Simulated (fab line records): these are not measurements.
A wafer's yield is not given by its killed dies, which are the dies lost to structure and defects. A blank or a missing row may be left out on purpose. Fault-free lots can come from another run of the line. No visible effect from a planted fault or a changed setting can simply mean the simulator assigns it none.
fab line records	flow nandHarc
record: lots: 11	wafers: 33	lastDay: 25
route steps=1159 shown A_CHANNEL_HOLE_D1@464 END@1159
lots with no fault: from the same line, run without faults
startH: hours from the record's first day to the start of the lot's first wafer shown	waitH: hours from the lot's prior step to this one	" as in the row above	L1.1+2: several wafers, shown together as one row	- no value, or no start was given	* or withheld: withheld	< > ~ a bound
route shown NAME@n: a module of which the file shows steps, and the number in the route of the first	usual: mean/standard deviation taken from wafers without a fault	same: alike in all rows	chamber/n: place in a boat	sites: readings site by site	_std_site: how widely they spread, as a standard deviation	_edge_site: inner sites' mean taken away from outer sites' mean	radiusMm: for every site, how far away it sits from the centre of the wafer	mask NAME#n: copy n	behind: the most recent tool/chamber to have shaped the wafer	hold: what put the lot on hold/how long, in hours/how the hold closed	device: the n, p or np transistor that did not switch	end of line: the route-end tests of the same wafers	a step given without rows: its recipe and nothing more	killed: dies that structure and defects cost at the first sort, which is not the same as the wafer's yield	map: per-die view of a wafer (x killed, . not killed, _ where there is no die)
set.NAME: setting as actually run; set.NAME@STEP: the setting as run at that earlier step	model.NAME: the simulator's own value behind a step, which no gauge read
steps of the route over a sample of lots; a table a step, a row a wafer
services: when a tool's chamber went out of use (startH, in hours from the record's first day, below 0 if earlier), for how many hours, and the reason
== steps ==
step: NHARC_A_CHANNEL_HOLE_D1_INSPECT_12
usual: rawDefectCount: 5.8/2.4
lot.wafer	tool	chamber	startH	waitH	rawDefectCount
L340.2	defectInspect-01	-	204.28	0.0	4
L340.3	"	-	"	"	9
L340.4	"	-	"	"	11
L342.1	defectInspect-01	-	211.92	0.0	9
L342.3	"	-	"	"	4
L342.5	"	-	"	"	6
L343.1	defectInspect-02	-	225.16	0.0	9
L343.3	"	-	"	"	3
L343.5	"	-	"	"	5
L344.1	defectInspect-02	-	238.04	0.0	7
L344.3	"	-	"	"	6
L344.6	"	-	"	"	9
L345.3	defectInspect-01	-	240.02	0.0	6
L345.4	"	-	"	"	2
L345.6	"	-	"	"	4
L346.1	defectInspect-02	-	253.54	0.0	7
L346.2	"	-	"	"	4
L346.4	"	-	"	"	3
L349.2	defectInspect-01	-	260.07	0.0	4
L349.4	"	-	"	"	6
L349.5	"	-	"	"	4
L355.1	defectInspect-02	-	295.85	0.0	6
L355.2	"	-	"	"	5
L355.4	"	-	"	"	5
L356.1	defectInspect-01	-	296.64	0.0	4
L356.3	"	-	"	"	4
L356.4	"	-	"	"	2
L358.2	defectInspect-01	-	308.83	0.0	4
L358.4	"	-	"	"	6
L358.5	"	-	"	"	6
L357.2	defectInspect-01	-	309.66	0.0	10
L357.5	"	-	"	"	6
L357.6	"	-	"	"	6
step: NHARC_A_CHANNEL_HOLE_D1_ETCH_38
recipe: targetDepthA: 390	overEtchFrac: 0.3	timeS: 65	ionEnergyEv: 80	cf4FlowSccm: 150	arFlowSccm: 0	rfW: 300	biasW: 100	chemistry: CF4
usual: biasW: 100.00/0.28	cf4FlowSccm: 150.0/0.45	drypumpMotorCurrentA: 5.8/0.46	oesProductAu: 1.001/0.016	rfVppV: 151.2/1.2	showerheadPlenumPTorr: 1.76/0.062	throttleValvePct: 13.284/0.0099
lot.wafer	tool	chamber	startH	waitH	biasW	cf4FlowSccm	drypumpMotorCurrentA	oesProductAu	rfHoursCounterH	rfVppV	showerheadPlenumPTorr	throttleValvePct
L340.3	rieDiel-05	3	204.43	0.1	99.72	149.4	5.2	1.023	2	151.3	1.68	13.302
L340.2	"	0	"	"	99.69	150.2	6.4	1.000	2	151.9	1.75	13.283
L340.4	"	1	"	"	99.77	150.7	6.6	0.985	1	151.5	1.77	13.286
L342.1	rieDiel-05	2	212.08	0.1	100.16	149.6	5.5	1.001	3	150.9	1.76	13.282
L342.3	"	3	"	"	99.85	150.3	5.2	1.013	3	149.5	1.68	13.288
L342.5	"	1	"	"	100.28	151.0	6.6	0.973	-	152.5	1.77	13.282
L343.3	rieDiel-04	1	225.31	0.1	99.72	150.2	5.7	1.006	9	152.9	1.89	13.294
L343.1	"	2	"	"	100.13	150.6	6.0	0.997	10	151.5	1.70	13.280
L343.5	"	0	"	"	100.23	149.7	6.1	1.003	-	152.8	1.82	13.284
L344.3	rieDiel-04	3	238.19	0.1	100.43	150.3	5.3	1.004	7	152.9	1.86	13.280
L344.1	"	0	"	"	100.14	149.4	6.1	0.991	10	150.2	1.82	13.284
L344.6	"	0	"	"	99.84	150.0	6.1	0.995	-	152.5	1.82	13.281
L345.4	rieDiel-11	1	240.17	0.1	99.83	150.7	5.4	1.009	2	150.5	1.69	13.287
L345.3	"	2	"	"	100.12	150.7	6.5	0.976	2	150.6	1.74	13.284
L345.6	"	1	"	"	99.94	150.3	5.4	1.007	-	148.9	1.69	13.290
L346.2	rieDiel-11	2	253.69	0.1	100.53	149.8	6.5	0.966	3	151.2	1.74	13.286
L346.1	"	0	"	"	99.72	149.6	5.5	0.996	3	151.5	1.75	13.290
L346.4	"	1	"	"	100.11	149.6	5.4	1.002	3	150.1	1.69	13.266
L349.2	rieDiel-11	3	260.22	0.1	99.79	150.1	5.7	1.021	3	150.7	1.75	13.292
L349.4	"	1	"	"	99.98	149.6	5.5	1.001	3	150.6	1.69	13.279
L349.5	"	2	"	"	100.35	150.5	6.5	0.972	-	151.7	1.74	13.297
L355.2	rieDiel-05	2	295.99	0.1	99.86	150.6	5.5	1.019	8	152.2	1.76	13.284
L355.1	"	3	"	"	99.93	149.6	5.2	1.024	8	152.0	1.67	13.270
L355.4	"	1	"	"	99.85	149.4	6.7	0.986	7	151.7	1.76	13.289
L356.1	rieDiel-11	2	296.81	0.1	100.15	150.0	6.5	0.959	6	151.9	1.74	13.294
L356.4	"	3	"	"	100.11	150.8	5.7	1.010	6	150.3	1.75	13.268
L356.3	"	0	"	"	100.10	150.6	5.5	0.986	6	152.6	1.75	13.288
L358.2	rieDiel-04	1	308.97	0.1	100.55	150.9	5.7	0.991	1	152.5	1.88	13.298
L358.4	"	0	"	"	100.19	149.8	6.1	1.017	1	152.4	1.82	13.285
L358.5	"	2	"	"	99.92	150.8	6.0	1.008	-	149.5	1.70	13.302
L357.2	rieDiel-11	3	309.82	0.1	100.06	150.6	5.7	1.014	6	150.3	1.75	13.273
L357.5	"	1	"	"	100.17	148.7	5.4	0.994	-	150.4	1.69	13.284
L357.6	"	2	"	"	99.61	150.3	6.5	0.968	-	150.4	1.74	13.272
step: NHARC_A_CHANNEL_HOLE_D1_ETCH_22
recipe: biasV: 3000	sourceW: withheld	pressureMtorr: 20	timeS: 666.7	arFlowSccm: 375	c4f8FlowSccm: 89.3	o2FlowSccm: 35.7	tempC: -20	targetDepthA: 16000	chemistry: C4F8/O2/Ar
usual: c4f8FlowSccm: 89.31/0.25	chamberPressureMTorr: 19.997/0.017	drypumpMotorCurrentA: 6.1/0.33	showerheadPlenumPTorr: 3.74/0.15	throttleValvePct: 32.155/0.0092
lot.wafer	tool	chamber	startH	waitH	c4f8FlowSccm	chamberPressureMTorr	drypumpMotorCurrentA	rfHoursCounterH	showerheadPlenumPTorr	throttleValvePct
L340.2	harEtch-01	1	206.39	0.4	88.96	20.011	5.7	201	3.82	32.163
L340.4	"	1	"	"	89.16	19.997	5.7	-	3.82	32.156
L340.3	"	0	"	"	89.50	19.955	5.9	-	3.82	32.149
L342.1	harEtch-01	1	214.15	0.4	88.94	20.029	5.7	205	3.82	32.150
L342.3	"	1	"	"	89.31	19.994	5.7	-	3.82	32.159
L342.5	"	0	"	"	89.45	20.028	6.0	-	3.82	32.150
L343.1	harEtch-01	1	227.36	0.4	88.65	20.022	5.7	209	3.81	32.166
L343.3	"	1	"	"	89.22	19.984	5.7	-	3.81	32.153
L343.5	"	1	"	"	88.82	19.983	5.7	-	3.81	32.161
L344.1	harEtch-01	1	240.25	0.4	89.65	19.986	5.8	214	3.81	32.154
L344.3	"	0	"	"	89.01	20.010	6.0	-	3.81	32.147
L344.6	"	0	"	"	89.00	19.981	6.0	-	3.81	32.164
L345.4	harEtch-02	0	242.31	0.4	88.98	19.996	6.2	-	3.50	32.147
L345.3	"	1	"	"	89.24	19.982	6.6	-	3.86	32.146
L345.6	"	1	"	"	89.24	19.990	6.6	-	3.86	32.161
L346.1	harEtch-01	0	255.64	0.4	89.16	19.988	6.0	222	3.81	32.159
L346.2	"	1	"	"	89.26	20.025	5.7	222	3.81	32.156
L346.4	"	1	"	"	89.12	19.983	5.7	-	3.81	32.163
L349.2	harEtch-02	0	262.27	0.4	89.11	19.996	6.2	136	3.49	32.157
L349.4	"	0	"	"	89.42	19.988	6.1	-	3.49	32.156
L349.5	"	0	"	"	89.46	20.009	6.2	-	3.49	32.155
L355.1	harEtch-02	0	297.96	0.4	89.20	19.987	6.2	156	3.48	32.143
L355.2	"	1	"	"	89.18	19.974	6.6	156	3.84	32.155
L355.4	"	0	"	"	89.19	19.993	6.2	-	3.48	32.173
L356.1	harEtch-01	1	301.64	0.4	89.48	19.971	5.7	249	3.79	32.158
L356.4	"	0	"	"	89.14	19.982	6.0	-	3.79	32.141
L356.3	"	1	"	"	89.94	20.022	5.8	-	3.79	32.164
L358.2	harEtch-02	1	311.90	0.4	89.20	19.967	6.6	165	3.84	32.153
L358.4	"	0	"	"	89.68	19.980	6.1	-	3.48	32.146
L358.5	"	0	"	"	89.88	19.991	6.1	-	3.48	32.171
L357.2	harEtch-02	1	315.98	0.4	89.30	19.992	6.6	169	3.84	32.152
L357.5	"	1	"	"	88.80	19.992	6.7	-	3.84	32.145
L357.6	"	0	"	"	89.64	20.034	6.2	-	3.48	32.157
step: NHARC_A_CHANNEL_HOLE_D1_ETCH_25
recipe: biasV: 5000	sourceW: withheld	pressureMtorr: 20	timeS: 1040.2	arFlowSccm: 375	c4f8FlowSccm: 93.8	o2FlowSccm: 31.2	tempC: -20	targetDepthA: 15000	chemistry: C4F8/O2/Ar
usual: c4f8FlowSccm: 93.83/0.3	chamberPressureMTorr: 20.000/0.019	drypumpMotorCurrentA: 6.1/0.33	showerheadPlenumPTorr: 3.74/0.15	throttleValvePct: 32.236/0.0089
lot.wafer	tool	chamber	startH	waitH	c4f8FlowSccm	chamberPressureMTorr	drypumpMotorCurrentA	rfHoursCounterH	showerheadPlenumPTorr	throttleValvePct
L340.2	harEtch-01	1	208.41	0.6	93.74	20.000	5.7	203	3.81	32.220
L340.4	"	1	"	"	94.51	20.018	5.7	-	3.81	32.240
L340.3	"	0	"	"	93.92	20.022	6.0	-	3.81	32.240
L342.1	harEtch-01	1	216.23	0.7	94.06	20.031	5.7	207	3.81	32.230
L342.3	"	1	"	"	93.73	20.009	5.7	-	3.81	32.234
L342.5	"	0	"	"	93.32	19.985	5.9	-	3.81	32.242
L343.1	harEtch-01	1	229.46	0.7	94.39	19.991	5.7	211	3.81	32.231
L343.3	"	1	"	"	94.28	19.999	5.7	-	3.81	32.226
L343.5	"	1	"	"	94.03	19.982	5.7	-	3.81	32.251
L344.1	harEtch-01	1	242.35	0.7	93.91	19.992	5.7	216	3.81	32.243
L344.3	"	0	"	"	94.04	20.012	5.9	-	3.81	32.239
L344.6	"	0	"	"	94.26	19.984	6.0	-	3.81	32.240
L345.4	harEtch-02	0	244.44	0.7	-	-	-	-	-	-
L345.3	"	1	"	"	-	-	-	-	-	-
L345.6	"	1	"	"	-	-	-	-	-	-
L346.1	harEtch-01	0	257.65	0.6	-	-	-	-	-	-
L346.2	"	1	"	"	-	-	-	-	-	-
L346.4	"	1	"	"	-	-	-	-	-	-
L349.2	harEtch-02	0	264.33	0.7	-	-	-	-	-	-
L349.4	"	0	"	"	-	-	-	-	-	-
L349.5	"	0	"	"	-	-	-	-	-	-
L355.1	harEtch-02	0	299.99	0.6	93.73	20.028	6.2	158	3.48	32.254
L355.2	"	1	"	"	93.28	20.007	6.6	158	3.84	32.247
L355.4	"	0	"	"	93.33	19.983	6.2	-	3.48	32.232
L356.1	harEtch-01	1	303.73	0.7	93.93	20.008	5.7	252	3.79	32.229
L356.4	"	0	"	"	93.85	20.003	5.9	-	3.79	32.231
L356.3	"	1	"	"	93.63	20.037	5.7	-	3.79	32.218
L358.2	harEtch-02	1	313.98	0.7	93.93	19.994	6.6	167	3.83	32.257
L358.4	"	0	"	"	94.04	19.999	6.2	-	3.47	32.230
L358.5	"	0	"	"	94.29	20.003	6.2	-	3.47	32.238
L357.2	harEtch-02	1	317.99	0.6	93.62	20.010	6.6	171	3.83	32.236
L357.5	"	1	"	"	94.12	20.001	6.6	-	3.83	32.236
L357.6	"	0	"	"	94.13	20.046	6.1	-	3.47	32.219
step: NHARC_A_CHANNEL_HOLE_D1_CD_MEAS_30
usual: cdNm: 90.9/1.5
lot.wafer	tool	chamber	startH	waitH	hold	cdNm
L340.2	cdSem-01	-	211.02	-	-	92.6
L340.3	"	-	"	"	-	92.7
L340.4	"	-	"	"	-	89.5
L342.1	cdSem-01	-	218.71	-	-	91.6
L342.3	"	-	"	"	-	89.4
L342.5	"	-	"	"	-	91.0
L343.1	cdSem-03	-	232.10	-	-	89.9
L343.3	"	-	"	"	-	91.3
L343.5	"	-	"	"	-	90.2
L344.1	cdSem-02	-	244.85	-	-	91.6
L344.3	"	-	"	"	-	91.2
L344.6	"	-	"	"	-	91.5
L345.3	cdSem-01	-	247.26	-	awaitDispo/0.2h/release	2.3
L345.4	"	-	"	"	awaitDispo/0.2h/release	-0.3
L345.6	"	-	"	"	awaitDispo/0.2h/release	1.1
L345.3	cdSem-01	-	247.45	0.2	-	2.2
L345.4	"	-	"	"	-	0.0
L345.6	"	-	"	"	-	0.9
L346.1	cdSem-01	-	260.30	-	awaitDispo/0.2h/release	1.5
L346.2	"	-	"	"	awaitDispo/0.2h/release	1.8
L346.4	"	-	"	"	awaitDispo/0.2h/release	-0.4
L346.1	cdSem-01	-	260.51	0.2	-	1.3
L346.2	"	-	"	"	-	1.8
L346.4	"	-	"	"	-	-0.7
L349.2	cdSem-01	-	266.81	-	awaitDispo/0.2h/release	0.9
L349.4	"	-	"	"	awaitDispo/0.2h/release	1.8
L349.5	"	-	"	"	awaitDispo/0.2h/release	0.3
L349.2	cdSem-01	-	267.00	0.2	-	0.7
L349.4	"	-	"	"	-	1.7
L349.5	"	-	"	"	-	0.8
L355.1	cdSem-02	-	302.63	-	-	92.2
L355.2	"	-	"	"	-	91.4
L355.4	"	-	"	"	-	91.2
L356.1	cdSem-01	-	306.22	-	-	87.6
L356.3	"	-	"	"	-	86.6
L356.4	"	-	"	"	-	92.1
L358.2	cdSem-01	-	316.47	-	-	94.1
L358.4	"	-	"	"	-	91.6
L358.5	"	-	"	"	-	91.1
L357.2	cdSem-01	-	320.62	-	-	89.7
L357.5	"	-	"	"	-	88.5
L357.6	"	-	"	"	-	90.5
step: NHARC_END_SORT_01
recipe: tempC: 25
usual: defectLimitedYield: 95.0/1.6	killedAtArray: 30/10	killedAtOther: 0.5/0.82	killedAtPeriphery: 2.9/2	killedDies: 34/11	killedOpen: 3.2/1.8	killedShort: 2.0/1.4	sort_bin_2_pct: 1.5/0.68	sort_bin_3_pct: 0.28/0.21	sort_bin_4_pct: 3.1/0.97	sortNPass: 643/11	sortRimYieldPct: 94.6/2.9	sortYieldPct: 95.0/1.6
same: grossDies: 677	sort_bin_5_pct[%]: 0	sort_bin_6_pct[%]: 0	sort_bin_7_pct[%]: 0	sort_bin_8_pct[%]: 0	sortRimNGross: 106.00
lot.wafer	tool	chamber	startH	waitH	defectLimitedYield[%]	killedAtArray	killedAtOther	killedAtPeriphery	killedDies	killedOpen	killedShort	sort_bin_2_pct[%]	sort_bin_3_pct[%]	sort_bin_4_pct[%]	sortNPass	sortRimYieldPct[%]	sortYieldPct[%]
L340.2	prober-02	0	474.92	2.8	95.1	30	0	3	33	0	6	2.1	0.15	2.7	644	94.3	95.1
L340.3	prober-02	0	475.71	3.1	95.7	26	0	3	29	2	2	1.3	0.15	2.8	648	90.6	95.7
L340.4	prober-02	0	476.51	3.4	96.5	23	0	1	24	1	0	1.2	0	2.4	653	94.3	96.5
L342.1	prober-02	0	481.94	2.6	94.7	33	0	3	36	3	1	2.1	0.30	3.0	641	92.5	94.7
L342.3	prober-02	0	483.54	3.1	95.1	33	0	0	33	3	1	1.6	0.15	3.1	644	94.3	95.1
L342.5	prober-02	0	485.14	3.7	93.9	37	0	4	41	4	0	2.5	0.74	2.8	636	92.5	93.9
L343.1	prober-02	0	502.58	2.5	95.1	31	2	0	33	4	1	1.3	0.44	3.1	644	97.2	95.1
L343.3	prober-02	0	504.18	3.1	95.0	32	2	0	34	3	0	1.0	0.15	3.8	643	95.3	95.0
L343.5	prober-02	0	505.78	3.7	95.3	28	1	3	32	3	1	1.8	0.30	2.7	645	94.3	95.3
L344.1	prober-02	0	516.02	2.5	93.6	40	0	3	43	8	1	2.7	0.15	3.5	634	95.3	93.6
L344.3	prober-02	0	517.60	3.1	94.2	35	0	4	39	4	1	2.1	0.30	3.4	638	92.5	94.2
L344.6	prober-02	0	519.97	4.0	95.0	32	0	2	34	2	3	1.5	0.44	3.1	643	97.2	95.0
L355.1	prober-01	0	574.19	2.5	95.4	29	1	1	31	4	4	1.6	0.15	2.8	646	97.2	95.4
L355.2	prober-01	0	574.99	2.8	97.2	15	1	3	19	3	1	0.7	0.15	1.9	658	99.1	97.2
L355.4	prober-01	0	576.59	3.4	95.1	28	0	5	33	1	1	1.5	0.15	3.2	644	97.2	95.1
L356.1	prober-02	0	575.30	2.5	92.3	50	0	2	52	1	0	2.7	0.30	4.7	625	89.6	92.3
L356.3	prober-02	0	576.92	3.1	93.8	41	0	1	42	1	2	1.8	0.44	4.0	635	90.6	93.8
L356.4	prober-02	0	577.73	3.4	92.2	49	1	3	53	5	2	3.0	0.30	4.6	624	93.4	92.2
L358.2	prober-01	0	582.83	2.8	96.9	18	0	3	21	4	4	1.2	0.30	1.6	656	97.2	96.9
L358.4	prober-01	0	584.44	3.4	96.2	21	0	5	26	5	2	1.2	0.30	2.4	651	99.1	96.2
L358.5	prober-01	0	585.24	3.7	97.6	13	1	2	16	3	1	0.9	0.15	1.3	661	99.1	97.6
L357.2	prober-02	0	591.84	2.8	94.7	33	0	3	36	3	2	1.5	0.30	3.5	641	94.3	94.7
L357.5	prober-02	0	594.23	3.7	94.1	40	0	0	40	2	2	1.3	0.15	4.4	637	96.2	94.1
L357.6	prober-02	0	595.03	4.0	93.9	40	1	0	41	1	2	2.1	0.44	3.5	636	95.3	93.9
killed by level:class
L340.2 A_CHANNEL_HOLE_D1:chamberFilmFlake=10 A_SLIT:chamberFilmFlake=10 A_CONTACT:chamberFilmFlake=4 A_CHANNEL_FILL_D1:geometricParticle:short=2 A_WL_FILL:geometricParticle:short=2 A_STAIRCASE:chamberFilmFlake=2 P_CONTACT:geometricParticle:short=1 P_M0:geometricParticle:short=1
L340.3 A_CHANNEL_HOLE_D1:chamberFilmFlake=9 A_SLIT:chamberFilmFlake=9 A_CONTACT:chamberFilmFlake=4 P_STI:geometricParticle:short=1 P_M0:geometricParticle:short=1 A_WL_FILL:geometricParticle:open=1 A_CONTACT:geometricParticle:open=1 P_STI:chamberFilmFlake=1
L340.4 A_SLIT:chamberFilmFlake=11 A_CHANNEL_HOLE_D1:chamberFilmFlake=9 A_BLC:geometricParticle:open=1 P_STI:chamberFilmFlake=1 A_CHANNEL_FILL_D1:chamberFilmFlake=1 A_STAIRCASE:chamberFilmFlake=1
L342.1 A_CHANNEL_HOLE_D1:chamberFilmFlake=12 A_SLIT:chamberFilmFlake=9 A_CONTACT:chamberFilmFlake=5 A_STAIRCASE:chamberFilmFlake=3 P_CONTACT:chamberFilmFlake=2 A_CONTACT:geometricParticle:short=1 A_CONTACT:geometricParticle:open=1 A_BLC:geometricParticle:open=1
L342.3 A_CHANNEL_HOLE_D1:chamberFilmFlake=15 A_STAIRCASE:chamberFilmFlake=6 A_SLIT:chamberFilmFlake=6 A_CONTACT:chamberFilmFlake=2 A_ONON_D1:geometricParticle:open=1 A_ONON_D1:geometricParticle:short=1 A_CHANNEL_HOLE_D1:geometricParticle:open=1 A_CHANNEL_FILL_D1:geometricParticle:open=1
L342.5 A_SLIT:chamberFilmFlake=14 A_CHANNEL_HOLE_D1:chamberFilmFlake=12 A_STAIRCASE:chamberFilmFlake=3 P_GATE:chamberFilmFlake=2 A_CONTACT:chamberFilmFlake=2 A_SOURCE_PLATE:geometricParticle:open=1 A_ONON_D1:geometricParticle:open=1 A_CHANNEL_HOLE_D1:geometricParticle:open=1
L343.1 A_CHANNEL_HOLE_D1:chamberFilmFlake=8 A_SLIT:chamberFilmFlake=8 A_CONTACT:chamberFilmFlake=6 A_STAIRCASE:chamberFilmFlake=4 A_WL_FILL:geometricParticle:open=2 THIN_TSV:chamberFilmFlake=2 A_CHANNEL_FILL_D1:geometricParticle:open=1 A_WL_FILL:geometricParticle:short=1
L343.3 A_SLIT:chamberFilmFlake=11 A_CHANNEL_HOLE_D1:chamberFilmFlake=9 A_CONTACT:chamberFilmFlake=7 A_STAIRCASE:chamberFilmFlake=2 A_CONTACT:geometricParticle:open=1 A_M0:geometricParticle:open=1 STARTING-WAFER:geometricParticle:open=1 A_CHANNEL_FILL_D1:chamberFilmFlake=1
L343.5 A_CHANNEL_HOLE_D1:chamberFilmFlake=9 A_SLIT:chamberFilmFlake=9 A_CONTACT:chamberFilmFlake=5 A_STAIRCASE:chamberFilmFlake=4 P_CONTACT:geometricParticle:short=1 P_M0:geometricParticle:open=1 P_M2:geometricParticle:open=1 A_CONTACT:geometricParticle:open=1
L344.1 A_SLIT:chamberFilmFlake=14 A_CHANNEL_HOLE_D1:chamberFilmFlake=10 A_STAIRCASE:chamberFilmFlake=5 A_CONTACT:geometricParticle:open=3 A_CONTACT:chamberFilmFlake=3 A_CHANNEL_FILL_D1:geometricParticle:open=2 P_CONTACT:geometricParticle:open=1 P_M0:geometricParticle:open=1
L344.3 A_CHANNEL_HOLE_D1:chamberFilmFlake=15 A_SLIT:chamberFilmFlake=14 A_STAIRCASE:chamberFilmFlake=3 P_STI:chamberFilmFlake=2 P_CONTACT:geometricParticle:open=1 P_M1:geometricParticle:open=1 A_CHANNEL_FILL_D1:geometricParticle:short=1 A_SGD_CUT:geometricParticle:open=1
L344.6 A_SLIT:chamberFilmFlake=14 A_CHANNEL_HOLE_D1:chamberFilmFlake=9 A_STAIRCASE:chamberFilmFlake=2 A_WL_FILL:chamberFilmFlake=2 P_M0:geometricParticle:open=1 A_CHANNEL_FILL_D1:geometricParticle:short=1 A_CHANNEL_FILL_D1:geometricParticle:open=1 A_SGD_CUT:geometricParticle:short=1
L355.1 A_CHANNEL_HOLE_D1:chamberFilmFlake=12 A_CONTACT:chamberFilmFlake=7 A_SGD_CUT:geometricParticle:short=2 A_CHANNEL_HOLE_D1:geometricParticle:open=1 A_CHANNEL_FILL_D1:geometricParticle:open=1 A_WL_FILL:geometricParticle:short=1 A_CONTACT:geometricParticle:open=1 A_CONTACT:geometricParticle:short=1
L355.2 A_CHANNEL_HOLE_D1:chamberFilmFlake=7 A_CONTACT:chamberFilmFlake=3 A_STAIRCASE:chamberFilmFlake=2 P_CONTACT:geometricParticle:open=1 A_CHANNEL_HOLE_D1:geometricParticle:short=1 A_CHANNEL_FILL_D1:geometricParticle:open=1 A_CONTACT:geometricParticle:open=1 P_GATE:chamberFilmFlake=1
L356.1 A_SLIT:chamberFilmFlake=17 A_CHANNEL_HOLE_D1:chamberFilmFlake=17 A_WL_FILL:chamberFilmFlake=5 A_STAIRCASE:chamberFilmFlake=4 A_CONTACT:chamberFilmFlake=4 A_M1:chamberFilmFlake=2 A_CHANNEL_HOLE_D1:geometricParticle:open=1 P_ZERO_WELL:chamberFilmFlake=1
L355.4 A_CHANNEL_HOLE_D1:chamberFilmFlake=21 A_M0:chamberFilmFlake=4 P_CONTACT:chamberFilmFlake=2 P_GATE:geometricParticle:open=1 A_WL_FILL:geometricParticle:short=1 P_GATE:chamberFilmFlake=1 P_M2:chamberFilmFlake=1 A_CONTACT:chamberFilmFlake=1
L356.3 A_SLIT:chamberFilmFlake=14 A_CHANNEL_HOLE_D1:chamberFilmFlake=13 A_WL_FILL:chamberFilmFlake=4 A_CONTACT:chamberFilmFlake=4 A_STAIRCASE:chamberFilmFlake=2 A_SOURCE_PLATE:geometricParticle:open=1 A_CONTACT:geometricParticle:short=1 A_M0:geometricParticle:short=1
L356.4 A_SLIT:chamberFilmFlake=19 A_CHANNEL_HOLE_D1:chamberFilmFlake=16 A_STAIRCASE:chamberFilmFlake=6 A_CONTACT:chamberFilmFlake=2 P_CONTACT:geometricParticle:open=1 A_ONON_D1:geometricParticle:open=1 A_ONON_D1:geometricParticle:short=1 A_CHANNEL_FILL_D1:geometricParticle:open=1
L358.2 A_CHANNEL_HOLE_D1:chamberFilmFlake=6 A_STAIRCASE:chamberFilmFlake=3 A_CONTACT:geometricParticle:open=2 A_CONTACT:chamberFilmFlake=2 P_STI:geometricParticle:open=1 P_M1:geometricParticle:short=1 A_SOURCE_PLATE:geometricParticle:open=1 A_ONON_D1:geometricParticle:short=1
L358.4 A_CHANNEL_HOLE_D1:chamberFilmFlake=11 A_CONTACT:geometricParticle:open=3 A_CONTACT:geometricParticle:short=2 A_M0:geometricParticle:open=2 P_GATE:chamberFilmFlake=2 P_M2:chamberFilmFlake=2 P_STI:chamberFilmFlake=1 A_CHANNEL_FILL_D1:chamberFilmFlake=1
L358.5 A_CHANNEL_HOLE_D1:chamberFilmFlake=5 A_STAIRCASE:chamberFilmFlake=4 P_GATE:chamberFilmFlake=2 A_SLIT:geometricParticle:open=1 A_WL_FILL:geometricParticle:open=1 A_CONTACT:geometricParticle:open=1 STARTING-WAFER:geometricParticle:short=1 A_WL_FILL:chamberFilmFlake=1
L357.2 A_SLIT:chamberFilmFlake=11 A_CHANNEL_HOLE_D1:chamberFilmFlake=10 A_CONTACT:chamberFilmFlake=8 P_CONTACT:geometricParticle:short=1 P_M1:geometricParticle:open=1 A_SGD_CUT:geometricParticle:open=1 A_WL_FILL:geometricParticle:short=1 A_CONTACT:geometricParticle:open=1
L357.5 A_SLIT:chamberFilmFlake=18 A_CHANNEL_HOLE_D1:chamberFilmFlake=7 A_CONTACT:chamberFilmFlake=7 A_WL_FILL:chamberFilmFlake=3 A_SGD_CUT:geometricParticle:short=2 A_CHANNEL_FILL_D1:geometricParticle:open=1 A_M0:geometricParticle:open=1 A_BONDPAD:chamberFilmFlake=1
L357.6 A_SLIT:chamberFilmFlake=17 A_CHANNEL_HOLE_D1:chamberFilmFlake=10 A_CONTACT:chamberFilmFlake=7 A_WL_FILL:chamberFilmFlake=4 A_ONON_D1:geometricParticle:open=1 A_SGD_CUT:geometricParticle:short=1 THIN_TSV:geometricParticle:short=1
== services ==
tool	chamber	startH	hours	kind
rieDiel-11	-	189.50	9.0	pm
rieDiel-11	0	189.50	9.0	ventCycle
rieDiel-11	1	189.50	9.0	ventCycle
rieDiel-11	2	189.50	9.0	ventCycle
rieDiel-11	3	189.50	9.0	ventCycle
rieDiel-11	0	198.50	-	clean
rieDiel-11	1	198.50	-	clean
rieDiel-11	2	198.50	-	clean
rieDiel-11	3	198.50	-	clean
rieDiel-11	0	223.00	-	clean
rieDiel-11	1	223.00	-	clean
rieDiel-11	2	223.00	-	clean
rieDiel-11	3	223.00	-	clean
rieDiel-04	0	230.43	2.9	repair
rieDiel-11	0	247.50	-	clean
rieDiel-11	3	261.11	2.5	repair
rieDiel-05	1	261.67	4.1	repair
rieDiel-05	1	269.06	1.2	repair
rieDiel-04	-	288.90	9.0	pm
rieDiel-05	1	288.94	6.1	repair
harEtch-01	-	305.00	17.0	pm
harEtch-01	0	305.00	17.0	ventCycle
harEtch-01	1	305.00	17.0	ventCycle
rieDiel-04	3	313.35	1.4	repair
== key ==
firstSign: step: NHARC_A_CHANNEL_HOLE_D1_ETCH_25	reading: toolRecord	direction: missing
effect: step: NHARC_A_CHANNEL_HOLE_D1_CD_MEAS_30	reading: visit	direction: added
effect: step: NHARC_A_CHANNEL_HOLE_D1_CD_MEAS_30	reading: cdNm	direction: down	sigmas: 59	usual: 90.9	struck: 1.0
metAt NHARC_A_CHANNEL_HOLE_D1_ETCH_25
struckLots L345,L346,L349
scrappedBehind NHARC_A_CHANNEL_HOLE_D1_CD_MEAS_30 L345.3,L345.4,L345.6,L346.1,L346.2,L346.4,L349.2,L349.4,L349.5
notActingAt NHARC_A_CHANNEL_HOLE_D1_INSPECT_12,NHARC_A_CHANNEL_HOLE_D1_ETCH_38,NHARC_A_CHANNEL_HOLE_D1_ETCH_22
onsetBetween 242.35 244.44
fault: kind: skippedStepWhole	tool: harEtch-01,harEtch-02	chamber: -	onsetH: 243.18	steps: NHARC_A_CHANNEL_HOLE_D1_ETCH_25	scope: struckLotsOnly
